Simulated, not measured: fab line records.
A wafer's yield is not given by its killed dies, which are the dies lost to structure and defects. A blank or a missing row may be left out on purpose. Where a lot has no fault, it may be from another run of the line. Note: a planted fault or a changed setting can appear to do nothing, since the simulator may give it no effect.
Which tool did it?	flow n5 finfet	72 wafers from 24 lots sampled at 5 of the route's 1938 steps

== WHAT EACH GAUGE READ, for each wafer ==
N5_SD_EPI_P_OVL_MEAS_10.
lot	measured	on	SD_P_BLK_OVL (nm)
L074	day 3 06:52	overlay-01	-0.7 -0.8 0.2
L075	day 3 14:20	overlay-02	0.5 0.6 0.3
L076	day 4 01:46	overlay-01	-0.2 -0.5 -1.5
L077	day 4 05:58	overlay-02	-0.4 -0.4 -1.0
L078	day 4 09:40	overlay-01	-0.6 -0.4 0.2
L079	day 4 13:41	overlay-01	0.1 -0.6 0.0
L080	day 4 19:16	overlay-02	-1.0 -0.9 -0.3
L081	day 5 01:28	overlay-02	0.1 -0.1 -0.3
L082	day 5 04:01	overlay-02	1.7 0.8 0.2
L083	day 5 13:35	overlay-02	-0.3 0.4 0.1
L084	day 5 20:32	overlay-02	0.4 0.6 0.1
L085	day 6 03:06	overlay-02	0.3 0.7 0.3
L086	day 6 08:28	overlay-01	-1.1 0.0 0.6
L087	day 6 11:38	overlay-02	-0.7 0.3 -0.2
L088	day 6 18:28	overlay-02	0.7 0.1 -0.2
L089	day 7 00:06	overlay-01	-1.6 -0.9 -1.8
L090	day 7 06:08	overlay-01	-1.0 -0.6 -0.8
L091	day 7 12:15	overlay-01	-0.3 -0.1 -0.1
L092	day 7 18:45	overlay-02	-0.6 -1.3 -0.1
L093	day 7 23:05	overlay-02	0.9 0.6 0.3
L094	day 8 08:35	overlay-01	-0.9 -0.7 0.0
L095	day 8 11:49	overlay-02	0.2 -1.4 -0.4
L096	day 8 19:08	overlay-01	-0.2 0.9 0.3
L097	day 9 01:55	overlay-01	0.9 1.0 0.1

N5_SD_EPI_P_EPI_MEAS_23.
lot	measured	on	thk nm (nm)
L074	day 3 10:46	film metro-02	61.1 60.0 60.5
L075	day 3 17:57	film metro-02	60.4 62.1 61.0
L076	day 4 06:13	film metro-02	61.1 62.7 62.6
L077	day 4 10:25	film metro-01	61.2 61.3 59.9
L078	day 4 13:18	film metro-01	61.3 61.3 58.0
L079	day 4 18:28	film metro-02	62.7 59.5 59.7
L080	day 4 22:52	film metro-01	58.8 58.9 58.5
L081	day 5 05:18	film metro-01	62.7 61.3 60.0
L082	day 5 09:36	film metro-01	61.4 59.9 60.0
L083	day 5 17:11	film metro-01	61.4 59.3 57.9
L084	day 6 00:34	film metro-01	61.8 61.6 61.6
L085	day 6 06:42	film metro-02	62.4 62.3 61.9
L086	day 6 12:55	film metro-02	62.1 62.8 63.0
L087	day 6 16:17	film metro-02	63.2 61.5 64.7
L088	day 6 22:04	film metro-01	60.5 59.8 60.4
L089	day 7 03:47	film metro-02	62.1 63.1 63.2
L090	day 7 09:44	film metro-01	59.4 60.8 61.8
L091	day 7 16:04	film metro-02	62.6 59.7 62.2
L092	day 7 22:26	film metro-01	62.0 61.7 61.9
L093	day 8 02:41	film metro-01	60.6 59.8 59.6
L094	day 8 13:01	film metro-02	60.1 59.7 60.2
L095	day 8 15:35	film metro-01	61.8 60.7 58.2
L096	day 8 22:53	film metro-02	59.5 57.4 58.2
L097	day 9 06:52	film metro-01	61.3 61.3 60.3

N5_ILD0_THK_MEAS_08.
lot	measured	on	thk nm (nm)
L074	day 3 15:16	film metro-02	138.0 138.4 137.8
L075	day 3 21:53	film metro-01	137.8 138.0 135.1
L076	day 4 10:10	film metro-01	135.0 137.8 134.2
L077	day 4 14:55	film metro-01	139.0 137.4 136.0
L078	day 4 17:22	film metro-01	137.8 137.9 137.5
L079	day 4 23:29	film metro-02	139.2 139.3 137.8
L080	day 5 02:49	film metro-02	136.8 139.4 138.2
L081	day 5 09:37	film metro-02	135.7 138.5 136.6
L082	day 5 13:58	film metro-02	139.4 138.4 138.5
L083	day 5 21:08	film metro-01	139.5 138.7 139.2
L084	day 6 05:22	film metro-01	137.6 137.1 137.6
L085	day 6 10:40	film metro-01	135.8 139.0 140.8
L086	day 6 16:56	film metro-02	139.6 139.3 138.1
L087	day 6 21:10	film metro-01	140.8 138.7 139.3
L088	day 7 02:01	film metro-02	139.0 137.9 138.3
L089	day 7 07:59	film metro-02	138.8 137.4 139.8
L090	day 7 13:52	film metro-01	137.1 138.3 137.9
L091	day 7 20:18	film metro-01	139.0 138.9 139.8
L092	day 8 02:24	film metro-02	141.5 137.3 138.3
L093	day 8 07:08	film metro-02	139.9 138.5 135.2
L094	day 8 17:04	film metro-01	138.9 137.1 139.9
L095	day 8 19:33	film metro-02	139.6 137.6 137.9
L096	day 9 03:13	film metro-02	136.9 139.4 135.8
L097	day 9 11:15	film metro-01	137.7 140.8 137.5

== WHAT TOOL EACH LOT RAN ON (gives the tool, then ch and the chambers of the sampled wafers, and finally the start) ==
lot	N5_DUMMY_GATE_ETCH_37	N5_ILD0_CMP_07
L074	rie diel-01 ch 0,1,2, day 2 23:13	cmp-03 ch 0,1,2, day 3 15:01
L075	rie diel-05 ch 0,1, day 3 06:58	cmp-04 ch 0,1,2, day 3 21:38
L076	rie diel-05 ch 0,1,2, day 3 19:17	cmp-04 ch 1,2, day 4 09:55
L077	rie diel-01 ch 2,3, day 3 23:19	cmp-04 ch 0,2,3, day 4 14:40
L078	rie diel-03 ch 1,2, day 4 03:15	cmp-01 ch 0,2, day 4 17:04
L079	rie diel-01 ch 0,3, day 4 06:19	cmp-01 ch 1,2, day 4 23:14
L080	rie diel-03 ch 0,2,3, day 4 11:02	cmp-01 ch 0,1, day 5 02:31
L081	rie diel-05 ch 0,1,2, day 4 16:50	cmp-04 ch 0,1,3, day 5 09:19
L082	rie diel-05 ch 0,2,3, day 4 21:40	cmp-01 ch 0,1,3, day 5 13:42
L083	rie diel-03 ch 0,3, day 5 06:55	cmp-03 ch 1,2,3, day 5 20:55
L084	rie diel-05 ch 0,2,3, day 5 13:18	cmp-04 ch 1,3, day 6 05:07
L085	rie diel-01 ch 0,1,3, day 5 19:00	cmp-03 ch 0,3, day 6 10:25
L086	rie diel-01 ch 1,3, day 6 00:24	cmp-03 ch 2,3, day 6 16:41
L087	rie diel-01 ch 0,1,3, day 6 04:01	cmp-03 ch 1,2,3, day 6 20:56
L088	rie diel-03 ch 0,1, day 6 11:32	cmp-01 ch 0,2,3, day 7 01:47
L089	rie diel-05 ch 0,3, day 6 16:55	cmp-03 ch 1,2, day 7 07:41
L090	rie diel-05 ch 1,3, day 6 23:25	cmp-04 ch 1,3, day 7 13:36
L091	rie diel-05 ch 1,2,3, day 7 04:58	cmp-01 ch 0,1,2, day 7 20:05
L092	rie diel-01 ch 0,2, day 7 12:08	cmp-04 ch 1,2,3, day 8 02:11
L093	rie diel-05 ch 0,2, day 7 16:11	cmp-04 ch 1,2, day 8 06:52
L094	rie diel-05 ch 0,1, day 8 01:22	cmp-03 ch 1,2, day 8 16:46
L095	rie diel-05 ch 0,1,2, day 8 04:22	cmp-04 ch 0,1,2, day 8 19:20
L096	rie diel-05 ch 2,3, day 8 11:32	cmp-04 ch 0,1,3, day 9 03:02
L097	rie diel-03 ch 0,2,3, day 8 19:10	cmp-04 ch 1,2,3, day 9 10:58
- N5_DUMMY_GATE_ETCH_37: etches SOC in N2/H2, target depth 60 nm, overetch 30 nm.
- N5_ILD0_CMP_07: polishes SiO2 flowable, stops on poly-Si, t overpolish 1.18 s, target thk 138.88 nm.

== AS READ BY THE TOOLS THEMSELVES (means over the sampled wafers that have a number; for cases with no such wafer, the mark the record gives instead) ==
N5_DUMMY_GATE_ETCH_37.
lot	tool	bias w (W)	drypump motor current A (A)	oes product au (a.u.)	rf vpp V (V)	showerhead plenum p Torr (Torr)	throttle valve pct (%)
L074	rie diel-01	150.1	5.4	0.54	523.0	2.49	17.78
L075	rie diel-05	150.3	5.4	0.58	522.9	2.51	17.74
L076	rie diel-05	150.1	5.3	0.61	522.5	2.51	17.69
L077	rie diel-01	150.1	5.5	0.61	524.7	2.50	17.60
L078	rie diel-03	149.8	6.1	0.64	524.5	2.57	17.60
L079	rie diel-01	149.9	5.9	0.67	524.5	2.55	17.74
L080	rie diel-03	149.8	6.1	0.70	526.5	2.63	17.69
L081	rie diel-05	149.9	5.4	0.61	522.1	2.51	17.70
L082	rie diel-05	150.1	5.3	0.62	523.3	2.52	17.87
L083	rie diel-03	149.6	6.4	0.73	526.5	2.67	17.70
L084	rie diel-05	150.1	5.4	0.62	522.8	2.52	17.88
L085	rie diel-01	149.9	5.6	0.74	522.6	2.52	17.44
L086	rie diel-01	150.3	5.6	0.72	523.0	2.52	17.34
L087	rie diel-01	149.9	5.7	0.73	523.7	2.52	17.45
L088	rie diel-03	150.4	6.2	0.66	524.9	2.57	17.89
L089	rie diel-05	149.9	5.3	0.58	523.3	2.51	17.95
L090	rie diel-05	150.1	5.9	0.55	526.1	2.61	17.80
L091	rie diel-05	150.3	5.6	0.60	524.6	2.57	17.81
L092	rie diel-01	150.2	5.4	0.73	522.5	2.47	17.41
L093	rie diel-05	150.6	5.1	0.64	521.9	2.45	17.75
L094	rie diel-05	150.3	5.4	0.56	521.8	2.49	17.80
L095	rie diel-05	150.1	5.4	0.59	521.7	2.50	17.74
L096	rie diel-05	149.3	5.5	0.61	524.4	2.57	17.99
L097	rie diel-03	149.9	6.1	0.66	526.5	2.62	17.74

N5_ILD0_CMP_07.
lot	tool	motor current A (A)	retaining ring pressure frac
L074	cmp-03	12.5	0.995
L075	cmp-04	12.1	1.000
L076	cmp-04	13.1	1.001
L077	cmp-04	11.9	0.998
L078	cmp-01	11.8	0.998
L079	cmp-01	10.6	0.997
L080	cmp-01	12.4	1.001
L081	cmp-04	11.9	1.000
L082	cmp-01	12.4	1.002
L083	cmp-03	12.6	1.002
L084	cmp-04	13.1	1.005
L085	cmp-03	12.9	1.001
L086	cmp-03	14.0	1.007
L087	cmp-03	12.4	0.998
L088	cmp-01	11.4	1.002
L089	cmp-03	13.3	1.000
L090	cmp-04	13.4	0.997
L091	cmp-01	11.6	1.003
L092	cmp-04	12.6	0.996
L093	cmp-04	13.5	0.999
L094	cmp-03	13.2	0.995
L095	cmp-04	12.4	1.000
L096	cmp-04	11.9	1.001
L097	cmp-04	13.1	1.000

== THE ANSWER, worked out from the rows above alone ==
Rule: what is usual is taken from the lots themselves. Put in order of their means at a reading, lots are off if they are a third of the lots or fewer, leave a main group of 4 or more, and stand apart from it by a gap of 3 or more times the standard deviation of the main group's means; of several such gaps the widest counts. The tables above print the reading to a certain number of digits; a main group whose means all agree to those digits is not used. Also off: a lot with no number at a reading for which 4 or more lots have one. Where the step has rows for the other lots, those lots are counted as sound. The gauges are gone through in route order, then the tools' own readings, and for those a lot's mean is taken as printed above. At the first step where some lot is off, the reading lying furthest off is the one used; lots without a number count as furthest.
Across all readings shown, no lot is off: no conclusion can be drawn from this.

== WHAT HAD BEEN PUT IN BY THE SIMULATOR ==
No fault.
